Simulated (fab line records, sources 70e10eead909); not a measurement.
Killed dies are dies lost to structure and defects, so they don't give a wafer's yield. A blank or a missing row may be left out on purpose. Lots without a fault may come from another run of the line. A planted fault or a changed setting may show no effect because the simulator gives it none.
Which tool did it? | flow nand_harc | 14 lots, 42 wafers sampled, at 4 steps of a route of 1159

WHAT THE GAUGES READ, wafer by wafer
The record holds no reading of a measuring or inspecting step that can be judged against a usual standard deviation.

WHICH TOOL RAN EACH LOT (tool, then ch and the chambers of the sampled wafers, then the start)
lot  | NHARC_A_CONTACT_ETCH_117             | NHARC_A_CONTACT_ETCH_118             | NHARC_A_CONTACT_ETCH_123             | NHARC_A_CONTACT_ETCH_90
L404 | har_cap_etch-01 ch 0,1, day 16 09:11 | har_cap_etch-01 ch 0,1, day 16 09:17 | har_cap_etch-01 ch 0,1, day 16 09:49 | rie_diel-02 ch 1,2, day 16 10:20
L403 | har_cap_etch-01 ch 0,1, day 16 12:55 | har_cap_etch-01 ch 0,1, day 16 13:00 | har_cap_etch-01 ch 0,1, day 16 13:29 | rie_diel-12 ch 0,2, day 16 14:05
L406 | har_cap_etch-02 ch 0,1, day 16 19:37 | har_cap_etch-02 ch 0,1, day 16 19:43 | har_cap_etch-02 ch 0,1, day 16 20:12 | rie_diel-04 ch 0,1,3, day 16 20:46
L409 | har_cap_etch-03 ch 0,1, day 18 01:56 | har_cap_etch-03 ch 0,1, day 18 02:01 | har_cap_etch-03 ch 0,1, day 18 02:34 | rie_diel-02 ch 0,1,3, day 18 03:05
L413 | har_cap_etch-03 ch 0, day 19 07:22   | har_cap_etch-03 ch 0, day 19 07:28   | har_cap_etch-03 ch 0, day 19 07:58   | rie_diel-12 ch 1,3, day 19 08:30
L414 | har_cap_etch-01 ch 0,1, day 19 12:07 | har_cap_etch-01 ch 0,1, day 19 12:13 | har_cap_etch-01 ch 0,1, day 19 12:40 | rie_diel-12 ch 0,3, day 19 13:17
L418 | har_cap_etch-03 ch 0,1, day 19 23:05 | har_cap_etch-03 ch 0,1, day 19 23:11 | har_cap_etch-03 ch 0,1, day 19 23:43 | rie_diel-12 ch 1,2,3, day 20 00:14
L417 | har_cap_etch-02 ch 0, day 19 23:47   | har_cap_etch-02 ch 0, day 19 23:53   | har_cap_etch-02 ch 0, day 20 00:22   | rie_diel-12 ch 2,3, day 20 00:55
L419 | har_cap_etch-01 ch 1, day 20 17:14   | har_cap_etch-01 ch 1, day 20 17:19   | har_cap_etch-01 ch 1, day 20 17:46   | rie_diel-12 ch 1,2, day 20 18:23
L423 | har_cap_etch-01 ch 0,1, day 21 14:43 | har_cap_etch-01 ch 0,1, day 21 14:49 | har_cap_etch-01 ch 0,1, day 21 15:18 | rie_diel-04 ch 1,2, day 21 15:51
L421 | har_cap_etch-02 ch 0,1, day 21 17:46 | har_cap_etch-02 ch 0,1, day 21 17:52 | har_cap_etch-02 ch 0,1, day 21 18:21 | rie_diel-12 ch 0,1,3, day 21 19:04
L424 | har_cap_etch-01 ch 0,1, day 21 20:44 | har_cap_etch-01 ch 0,1, day 21 20:49 | har_cap_etch-01 ch 0,1, day 21 21:17 | rie_diel-12 ch 0,1,2, day 21 21:53
L425 | har_cap_etch-02 ch 0,1, day 22 01:28 | har_cap_etch-02 ch 0,1, day 22 01:33 | har_cap_etch-02 ch 0,1, day 22 02:00 | rie_diel-12 ch 0,1,2, day 22 02:37
L426 | har_cap_etch-01 ch 0,1, day 22 06:43 | har_cap_etch-01 ch 0,1, day 22 06:49 | har_cap_etch-01 ch 0,1, day 22 07:16 | rie_diel-04 ch 0,2,3, day 22 07:52
- NHARC_A_CONTACT_ETCH_117: etches the open film in C4F8/O2/Ar, time 94 s, target depth 922 nm.
- NHARC_A_CONTACT_ETCH_118: etches the open film in C4F8/O2/Ar, time 94 s, target depth 922 nm.
- NHARC_A_CONTACT_ETCH_123: etches the open film in C4F8/O2/Ar, time 253 s, target depth 1090 nm.
- NHARC_A_CONTACT_ETCH_90: etches the open film in CH3F/O2, target depth 40 nm, time 85.7 s.

WHAT THE TOOLS THEMSELVES READ (means of the sampled wafers that have a number; where no wafer has one, the mark that the record gives instead)
NHARC_A_CONTACT_ETCH_117. Usual: chamber_pressure_mTorr 19.999 mTorr, standard deviation 0.017; oes_air_line_au 0.998 a.u., standard deviation 0.019.
lot  | tool            | chamber_pressure_mTorr (mTorr) | oes_air_line_au (a.u.) | flag
L404 | har_cap_etch-01 | 19.981                         | 1.017                  |
L403 | har_cap_etch-01 | 19.991                         | 1.008                  |
L406 | har_cap_etch-02 | 20.002                         | 0.998                  |
L409 | har_cap_etch-03 | 19.993                         | 1.015                  |
L413 | har_cap_etch-03 | 19.975                         | 0.970                  |
L414 | har_cap_etch-01 | 20.001                         | 0.995                  |
L418 | har_cap_etch-03 | 19.988                         | 0.993                  |
L417 | har_cap_etch-02 | 19.985                         | 0.977                  |
L419 | har_cap_etch-01 | 20.008                         | 1.007                  |
L423 | har_cap_etch-01 | 20.004                         | 0.986                  |
L421 | har_cap_etch-02 | 19.991                         | 1.007                  |
L424 | har_cap_etch-01 | 19.989                         | 1.015                  |
L425 | har_cap_etch-02 | 20.015                         | 0.998                  |
L426 | har_cap_etch-01 | 19.990                         | 0.998                  |

NHARC_A_CONTACT_ETCH_118. Usual: chamber_pressure_mTorr 20.000 mTorr, standard deviation 0.015; oes_air_line_au 0.998 a.u., standard deviation 0.021.
lot  | tool            | chamber_pressure_mTorr (mTorr) | oes_air_line_au (a.u.) | flag
L404 | har_cap_etch-01 | 19.988                         | 0.990                  |
L403 | har_cap_etch-01 | 19.992                         | 1.029                  |
L406 | har_cap_etch-02 | 20.008                         | 0.986                  |
L409 | har_cap_etch-03 | 19.987                         | 1.005                  |
L413 | har_cap_etch-03 | 19.996                         | 0.994                  |
L414 | har_cap_etch-01 | 19.993                         | 0.987                  |
L418 | har_cap_etch-03 | 20.003                         | 1.026                  |
L417 | har_cap_etch-02 | 20.000                         | 0.977                  |
L419 | har_cap_etch-01 | 19.991                         | 1.028                  |
L423 | har_cap_etch-01 | 20.006                         | 1.034                  |
L421 | har_cap_etch-02 | 19.992                         | 0.976                  |
L424 | har_cap_etch-01 | 19.999                         | 0.997                  |
L425 | har_cap_etch-02 | 20.004                         | 1.024                  |
L426 | har_cap_etch-01 | 20.000                         | 0.979                  |

NHARC_A_CONTACT_ETCH_123. Usual: chamber_pressure_mTorr 19.999 mTorr, standard deviation 0.018; oes_air_line_au 1.002 a.u., standard deviation 0.019.
lot  | tool            | chamber_pressure_mTorr (mTorr) | oes_air_line_au (a.u.) | flag
L404 | har_cap_etch-01 | 19.993                         | 0.989                  |
L403 | har_cap_etch-01 | 20.008                         | 0.996                  |
L406 | har_cap_etch-02 | 20.002                         | 1.007                  |
L409 | har_cap_etch-03 | 20.000                         | 1.013                  |
L413 | har_cap_etch-03 | 19.989                         | 1.008                  |
L414 | har_cap_etch-01 | 19.985                         | 0.985                  |
L418 | har_cap_etch-03 | 19.999                         | 0.961                  |
L417 | har_cap_etch-02 | 19.980                         | 0.989                  |
L419 | har_cap_etch-01 | 20.006                         | 1.000                  |
L423 | har_cap_etch-01 | 20.007                         | 1.015                  |
L421 | har_cap_etch-02 | 19.999                         | 1.008                  |
L424 | har_cap_etch-01 | 20.003                         | 1.000                  |
L425 | har_cap_etch-02 | 20.004                         | 0.987                  |
L426 | har_cap_etch-01 | 19.968                         | 1.007                  |

NHARC_A_CONTACT_ETCH_90. Usual: bias_w 100.0 W, standard deviation 0.3; ch3f_flow_sccm 50.01 sccm, standard deviation 0.16; drypump_motor_current_A 5.59 A, standard deviation 0.26; oes_product_au 0.96 a.u., standard deviation 0.038; rf_fwd_power_W 496.0 W, standard deviation 1.7; rf_vpp_V 244.3 V, standard deviation 1.6; showerhead_plenum_p_Torr 2.46 Torr, standard deviation 0.091; throttle_valve_pct 20.664 %, standard deviation 0.0099.
lot  | tool        | bias_w (W) | ch3f_flow_sccm (sccm) | drypump_motor_current_A (A) | oes_product_au (a.u.) | rf_fwd_power_W (W) | rf_vpp_V (V) | showerhead_plenum_p_Torr (Torr) | throttle_valve_pct (%) | flag
L404 | rie_diel-02 | 100.1      | 50.22                 | 6.07                        | 1.00                  | 496.3              | 244.8        | 2.51                            | 20.659                 |
L403 | rie_diel-12 | 100.5      | 49.90                 | 5.76                        | 0.92                  | 494.4              | 243.3        | 2.44                            | 20.657                 |
L406 | rie_diel-04 | 100.0      | 50.05                 | 5.59                        | 0.92                  | 495.9              | 245.2        | 2.51                            | 20.659                 |
L409 | rie_diel-02 | 99.9       | 49.89                 | 5.47                        | 0.93                  | 496.1              | 244.2        | 2.47                            | 20.675                 |
L413 | rie_diel-12 | -          | -                     | -                           | -                     | -                  | -            | -                               | -                      | OFF
L414 | rie_diel-12 | -          | -                     | -                           | -                     | -                  | -            | -                               | -                      | OFF
L418 | rie_diel-12 | 100.0      | 49.98                 | 5.68                        | 0.92                  | 494.6              | 243.5        | 2.38                            | 20.668                 |
L417 | rie_diel-12 | 100.0      | 50.10                 | 5.57                        | 1.00                  | 496.0              | 242.6        | 2.36                            | 20.669                 |
L419 | rie_diel-12 | 100.0      | 49.92                 | 5.82                        | 0.95                  | 496.9              | 243.4        | 2.41                            | 20.663                 |
L423 | rie_diel-04 | 100.0      | 50.02                 | 5.25                        | 1.00                  | 497.3              | 245.6        | 2.50                            | 20.669                 |
L421 | rie_diel-12 | 100.1      | 49.94                 | 5.60                        | 1.00                  | 496.3              | 244.3        | 2.45                            | 20.660                 |
L424 | rie_diel-12 | 100.0      | 50.03                 | 5.72                        | 0.96                  | 497.1              | 243.7        | 2.45                            | 20.662                 |
L425 | rie_diel-12 | 99.9       | 50.22                 | 5.72                        | 0.93                  | 495.2              | 244.3        | 2.45                            | 20.665                 |
L426 | rie_diel-04 | 100.0      | 50.07                 | 5.40                        | 1.00                  | 495.5              | 244.0        | 2.43                            | 20.666                 |

THE ANSWER, worked out from the rows above alone
Rule: a lot is off if the mean of its wafers that have a number lies more than 3 standard deviations from the usual mean. A lot without any number at a reading at which 4 lots or more have one is off too. The other lots that the step has rows for count as sound. The gauges are gone through in route order, then the tools' own readings, and for those a lot's mean is taken as printed above. The first step at which some lot is off is used, and at that step the reading that is off furthest; a lot without a number counts as furthest.
Off: L413, L414, at NHARC_A_CONTACT_ETCH_90 (bias_w). Without a number there: L413, L414.
A tool fits if, at that step or a process step before it, it ran every lot that is off, and no sound lot after the first of them. None of those tried fits.

WHAT THE SIMULATOR HAD PUT IN
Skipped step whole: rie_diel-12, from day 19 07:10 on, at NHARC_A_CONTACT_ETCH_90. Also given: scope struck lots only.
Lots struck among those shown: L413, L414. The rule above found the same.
